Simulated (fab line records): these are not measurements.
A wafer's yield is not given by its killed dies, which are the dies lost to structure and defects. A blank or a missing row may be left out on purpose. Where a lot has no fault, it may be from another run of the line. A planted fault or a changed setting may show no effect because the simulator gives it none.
Chamber matching | flow n5 finfet | N5_ILD0_LINER_00 on ald sin-01: 4 sister chambers
The step material SiNx, target thk 4 nm, pulse time 1 s, purge time 2 s. 8 wafers are shown with their chamber, then 8 later ones without.

== WAFERS WITH THEIR CHAMBER ==
wafer  | chamber | heater power w (W) | susceptor temp C (C)
L077.5 | 0       | 1096               | 400.04
L078.1 | 3       | 963                | 399.84
L078.3 | 1       | 934                | 400.09
L078.4 | 2       | 816                | 399.86
L091.1 | 2       | 803                | 400.32
L091.2 | 3       | 874                | 399.80
L091.6 | 1       | 929                | 400.24
L092.1 | 0       | 1153               | 400.41

== WAFERS WHOSE CHAMBER IS MISSING ==
wafer  | heater power w (W) | susceptor temp C (C)
L092.2 | 916                | 399.99
L092.6 | 1142               | 400.21
L093.1 | 1130               | 400.23
L093.4 | 915                | 400.01
L093.6 | 885                | 399.87
L095.2 | 871                | 399.86
L095.5 | 883                | 399.60
L095.6 | 1132               | 400.29

== WHICH CHAMBER EACH ONE RAN IN ==
wafer  | from the rows above          | in truth
L092.2 | can't be placed: 3 or 1      | 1
L092.6 | 0                            | 0
L093.1 | 0                            | 0
L093.4 | can't be placed: 1 or 3 or 2 | 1
L093.6 | can't be placed: 3 or 1 or 2 | 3
L095.2 | can't be placed: 3 or 2 or 1 | 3
L095.5 | can't be placed: 3 or 1 or 2 | 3
L095.6 | 0                            | 0
Correct placement for 3 of the 8. Cannot be placed on the basis of these rows: 5; the candidates contain the true chamber in 5. Number placed wrongly: 0.
How it was worked out, from the rows above alone: a wafer's distance from a chamber is the root of the sum, over the readings, of the square of ((its reading less the chamber's mean) divided by the reading's scatter). If the next closest chamber is less than 2 further off than the closest, the wafer can't be placed; otherwise it belongs to the closest. A chamber's mean is the mean of its shown wafers. The scatter: take each reading less its chamber's mean, square it, sum over the shown wafers, divide by the number of wafers less the number of chambers, and take the root.
